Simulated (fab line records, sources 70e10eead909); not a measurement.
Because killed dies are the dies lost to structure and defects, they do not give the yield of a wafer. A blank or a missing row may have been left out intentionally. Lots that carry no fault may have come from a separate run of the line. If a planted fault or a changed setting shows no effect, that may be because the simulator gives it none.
Which tool did it? || flow nand-harc || 13 lots, 39 wafers sampled, at 5 steps of a route of 1159

## WHAT EACH GAUGE READ, for each wafer
NHARC_A_M1_THK_MEAS_24: measures by xrf.
{"lot": "L131", "measured": "day 18 05:23", "on": "film-metro-02", "thk-nm (nm)": "157.0 152.1 157.1"}
{"lot": "L130", "measured": "day 18 05:53", "on": "film-metro-02", "thk-nm (nm)": "154.6 154.0 152.0"}
{"lot": "L132", "measured": "day 18 08:10", "on": "film-metro-01", "thk-nm (nm)": "151.0 150.7 151.7"}
{"lot": "L134", "measured": "day 18 21:45", "on": "film-metro-01", "thk-nm (nm)": "153.7 155.8 155.6"}
{"lot": "L135", "measured": "day 19 01:12", "on": "film-metro-01", "thk-nm (nm)": "154.0 150.0 150.3"}
{"lot": "L136", "measured": "day 19 10:52", "on": "film-metro-01", "thk-nm (nm)": "156.4 153.7 154.3"}
{"lot": "L137", "measured": "day 19 15:44", "on": "film-metro-01", "thk-nm (nm)": "152.3 152.8 154.7"}
{"lot": "L140", "measured": "day 20 08:40", "on": "film-metro-01", "thk-nm (nm)": "154.5 152.6 153.7"}
{"lot": "L141", "measured": "day 20 13:49", "on": "film-metro-02", "thk-nm (nm)": "153.4 154.2 152.0"}
{"lot": "L145", "measured": "day 22 12:35", "on": "film-metro-02", "thk-nm (nm)": "154.1 154.0 156.8"}
{"lot": "L146", "measured": "day 22 13:28", "on": "film-metro-02", "thk-nm (nm)": "157.0 153.4 155.1"}
{"lot": "L147", "measured": "day 22 13:59", "on": "film-metro-01", "thk-nm (nm)": "152.9 153.8 156.2"}
{"lot": "L149", "measured": "day 22 20:56", "on": "film-metro-01", "thk-nm (nm)": "152.5 154.4 154.6"}

NHARC_END_SORT_01.
{"lot": "L145", "measured": "day 24 01:09", "on": "prober-02", "defect-limited-yield (%)": "92.5 92.8 92.8", "killed-at-array": "46 49 48", "killed-at-other": "1 0 1", "killed-at-periphery": "4 0 0", "killed-dies": "51 49 49", "killed-open": "4 1 1", "killed-short": "3 1 2", "sort_bin_2_pct (%)": "2.7 2.8 1.5", "sort_bin_3_pct (%)": "0.44 0.30 1.03", "sort_bin_4_pct (%)": "4.4 4.1 4.7", "sort-n-pass": "626 628 628", "sort-rim-yield-pct (%)": "95.3 99.1 93.4", "sort-yield-pct (%)": "92.5 92.8 92.8"}
{"lot": "L146", "measured": "day 24 01:06", "on": "prober-01", "defect-limited-yield (%)": "97.2 98.2 97.8", "killed-at-array": "18 9 14", "killed-at-other": "0 0 0", "killed-at-periphery": "1 3 1", "killed-dies": "19 12 15", "killed-open": "1 4 1", "killed-short": "2 1 1", "sort_bin_2_pct (%)": "0.9 0.7 0.4", "sort_bin_3_pct (%)": "0 0 0.30", "sort_bin_4_pct (%)": "1.9 1.0 1.5", "sort-n-pass": "658 665 662", "sort-rim-yield-pct (%)": "99.1 100.0 100.0", "sort-yield-pct (%)": "97.2 98.2 97.8"}

## TOOL THAT RAN EACH LOT (tool first, then ch and the chambers of the sampled wafers, then the start)
{"lot": "L131", "NHARC_A_M1_PRE_CLEAN_32": "pecvd-04 ch 0,1, day 18 05:38", "NHARC_A_M1_DEP_33": "pecvd-04 ch 0,1, day 18 05:44", "NHARC_A_BONDPAD_SOFTBAKE_04": "litho-track-03 ch 0, day 18 07:00"}
{"lot": "L130", "NHARC_A_M1_PRE_CLEAN_32": "pecvd-01 ch 1,2, day 18 06:07", "NHARC_A_M1_DEP_33": "pecvd-01 ch 1,2, day 18 06:11", "NHARC_A_BONDPAD_SOFTBAKE_04": "litho-track-07 ch 0, day 18 07:00"}
{"lot": "L132", "NHARC_A_M1_PRE_CLEAN_32": "pecvd-01 ch 0,1,2, day 18 08:25", "NHARC_A_M1_DEP_33": "pecvd-01 ch 0,1,2, day 18 08:29", "NHARC_A_BONDPAD_SOFTBAKE_04": "litho-track-07 ch 0, day 18 09:00"}
{"lot": "L134", "NHARC_A_M1_PRE_CLEAN_32": "pecvd-03 ch 1,2, day 18 21:59", "NHARC_A_M1_DEP_33": "pecvd-03 ch 1,2, day 18 22:06", "NHARC_A_BONDPAD_SOFTBAKE_04": "litho-track-07 ch 0, day 18 23:00"}
{"lot": "L135", "NHARC_A_M1_PRE_CLEAN_32": "pecvd-03 ch 0,1, day 19 01:26", "NHARC_A_M1_DEP_33": "pecvd-03 ch 0,1, day 19 01:33", "NHARC_A_BONDPAD_SOFTBAKE_04": "litho-track-07 ch 0, day 19 02:00"}
{"lot": "L136", "NHARC_A_M1_PRE_CLEAN_32": "pecvd-01 ch 0,1,2, day 19 11:05", "NHARC_A_M1_DEP_33": "pecvd-01 ch 0,1,2, day 19 11:12", "NHARC_A_BONDPAD_SOFTBAKE_04": "litho-track-07 ch 0, day 19 12:00"}
{"lot": "L137", "NHARC_A_M1_PRE_CLEAN_32": "pecvd-01 ch 0,1,2, day 19 15:58", "NHARC_A_M1_DEP_33": "pecvd-01 ch 0,1,2, day 19 16:03", "NHARC_A_BONDPAD_SOFTBAKE_04": "litho-track-05 ch 0, day 19 17:00"}
{"lot": "L140", "NHARC_A_M1_PRE_CLEAN_32": "pecvd-04 ch 0,1,2, day 20 08:56", "NHARC_A_M1_DEP_33": "pecvd-04 ch 0,1,2, day 20 09:06", "NHARC_A_BONDPAD_SOFTBAKE_04": "litho-track-05 ch 0, day 20 10:00"}
{"lot": "L141", "NHARC_A_M1_PRE_CLEAN_32": "pecvd-01 ch 0,1,2, day 20 14:07", "NHARC_A_M1_DEP_33": "pecvd-01 ch 0,1,2, day 20 14:14", "NHARC_A_BONDPAD_SOFTBAKE_04": "litho-track-05 ch 0, day 20 15:00"}
{"lot": "L145", "NHARC_A_M1_PRE_CLEAN_32": "pecvd-01 ch 0,1,2, day 22 12:52", "NHARC_A_M1_DEP_33": "pecvd-01 ch 0,1,2, day 22 12:58", "NHARC_A_BONDPAD_SOFTBAKE_04": "litho-track-03 ch 0, day 22 14:00"}
{"lot": "L146", "NHARC_A_M1_PRE_CLEAN_32": "pecvd-03 ch 0,2, day 22 13:44", "NHARC_A_M1_DEP_33": "pecvd-03 ch 0,2, day 22 13:50", "NHARC_A_BONDPAD_SOFTBAKE_04": "litho-track-07 ch 0, day 22 15:00"}
{"lot": "L147", "NHARC_A_M1_PRE_CLEAN_32": "pecvd-03 ch 0,1,2, day 22 14:52", "NHARC_A_M1_DEP_33": "pecvd-03 ch 0,1,2, day 22 15:02", "NHARC_A_BONDPAD_SOFTBAKE_04": "litho-track-03 ch 0, day 22 16:00"}
{"lot": "L149", "NHARC_A_M1_PRE_CLEAN_32": "pecvd-01 ch 0,1,2, day 22 21:10", "NHARC_A_M1_DEP_33": "pecvd-01 ch 0,1,2, day 22 21:14", "NHARC_A_BONDPAD_SOFTBAKE_04": "litho-track-03 ch 0, day 22 22:00"}
- NHARC_A_M1_PRE_CLEAN_32: time 12 s.
- NHARC_A_M1_DEP_33: deposits SiCN, target thk 30 nm.
- NHARC_A_BONDPAD_SOFTBAKE_04: time 70 s.

## AS READ BY THE TOOLS THEMSELVES (means over the sampled wafers that have a number; for cases with no such wafer, the mark the record gives instead)
NHARC_A_M1_PRE_CLEAN_32.
{"lot": "L131", "tool": "pecvd-04", "heater-power-w (W)": 603}
{"lot": "L130", "tool": "pecvd-01", "heater-power-w (W)": 674}
{"lot": "L132", "tool": "pecvd-01", "heater-power-w (W)": 646}
{"lot": "L134", "tool": "pecvd-03", "heater-power-w (W)": 593}
{"lot": "L135", "tool": "pecvd-03", "heater-power-w (W)": 614}
{"lot": "L136", "tool": "pecvd-01", "heater-power-w (W)": 654}
{"lot": "L137", "tool": "pecvd-01", "heater-power-w (W)": 631}
{"lot": "L140", "tool": "pecvd-04", "heater-power-w (W)": 660}
{"lot": "L141", "tool": "pecvd-01", "heater-power-w (W)": 609}
{"lot": "L145", "tool": "pecvd-01", "heater-power-w (W)": 623}
{"lot": "L146", "tool": "pecvd-03", "heater-power-w (W)": 538}
{"lot": "L147", "tool": "pecvd-03", "heater-power-w (W)": 637}
{"lot": "L149", "tool": "pecvd-01", "heater-power-w (W)": 613}

NHARC_A_M1_DEP_33.
{"lot": "L131", "tool": "pecvd-04", "heater-power-w (W)": 526}
{"lot": "L130", "tool": "pecvd-01", "heater-power-w (W)": 599}
{"lot": "L132", "tool": "pecvd-01", "heater-power-w (W)": 532}
{"lot": "L134", "tool": "pecvd-03", "heater-power-w (W)": 591}
{"lot": "L135", "tool": "pecvd-03", "heater-power-w (W)": 520}
{"lot": "L136", "tool": "pecvd-01", "heater-power-w (W)": 582}
{"lot": "L137", "tool": "pecvd-01", "heater-power-w (W)": 579}
{"lot": "L140", "tool": "pecvd-04", "heater-power-w (W)": 562}
{"lot": "L141", "tool": "pecvd-01", "heater-power-w (W)": 550}
{"lot": "L145", "tool": "pecvd-01", "heater-power-w (W)": 560}
{"lot": "L146", "tool": "pecvd-03", "heater-power-w (W)": 513}
{"lot": "L147", "tool": "pecvd-03", "heater-power-w (W)": 564}
{"lot": "L149", "tool": "pecvd-01", "heater-power-w (W)": 599}

NHARC_A_BONDPAD_SOFTBAKE_04.
{"lot": "L131", "tool": "litho-track-03", "heater-power-total-W (W)": 202.0}
{"lot": "L130", "tool": "litho-track-07", "heater-power-total-W (W)": 201.6}
{"lot": "L132", "tool": "litho-track-07", "heater-power-total-W (W)": 200.5}
{"lot": "L134", "tool": "litho-track-07", "heater-power-total-W (W)": 200.6}
{"lot": "L135", "tool": "litho-track-07", "heater-power-total-W (W)": 200.6}
{"lot": "L136", "tool": "litho-track-07", "heater-power-total-W (W)": 201.1}
{"lot": "L137", "tool": "litho-track-05", "heater-power-total-W (W)": 200.7}
{"lot": "L140", "tool": "litho-track-05", "heater-power-total-W (W)": 234.2}
{"lot": "L141", "tool": "litho-track-05", "heater-power-total-W (W)": 234.1}
{"lot": "L145", "tool": "litho-track-03", "heater-power-total-W (W)": 200.6}
{"lot": "L146", "tool": "litho-track-07", "heater-power-total-W (W)": 201.8}
{"lot": "L147", "tool": "litho-track-03", "heater-power-total-W (W)": 201.3}
{"lot": "L149", "tool": "litho-track-03", "heater-power-total-W (W)": 201.3}

## THE ANSWER, worked out from the rows above alone
Rule: usual is defined by the lots themselves. The widest of any qualifying gaps counts: lots, ordered by their means at a reading, are off when they make up no more than a third of the lots, leave a main group of 4 or more, and stand apart from it by 3 or more times the standard deviation of that group's means. A main group is skipped when, at the precision printed for the reading in the tables above, its means are all equal. A lot without any number at a reading at which 4 lots or more have one is off too. All remaining lots with rows at the step are treated as sound. The gauges are gone through in route order, then the tools' own readings, and for those a lot's mean is taken as printed above. The first step at which some lot is off is used, and at that step the reading that is off furthest; a lot without a number counts as furthest.
Off at NHARC_A_BONDPAD_SOFTBAKE_04 (heater-power-total-W): L140, L141. Main group: mean 201.1 W, sd 0.51.
A tool fits if, at that step or a process step before it, it ran every lot that is off, and no sound lot after the first of them. One fits: NHARC_A_BONDPAD_SOFTBAKE_04 on litho-track-05. A fault onset in the window from L137 (day 19 17:00, its last sound lot) to L140 (day 20 10:00, its first lot off) fits.
On the lots that are off, the tool's own readings at NHARC_A_BONDPAD_SOFTBAKE_04 differ by more than 5 times the standard deviation of the sound lots' means, which bears it out; heater-power-total-W reads 234.1 W there versus 201.1 W on the sound lots.

## WHAT THE SIMULATOR HAD PUT IN
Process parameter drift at NHARC_A_BONDPAD_SOFTBAKE_04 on litho-track-05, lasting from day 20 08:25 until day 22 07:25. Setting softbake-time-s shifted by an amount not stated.
Lots struck among those shown: L140, L141. The same result came from the rule above.
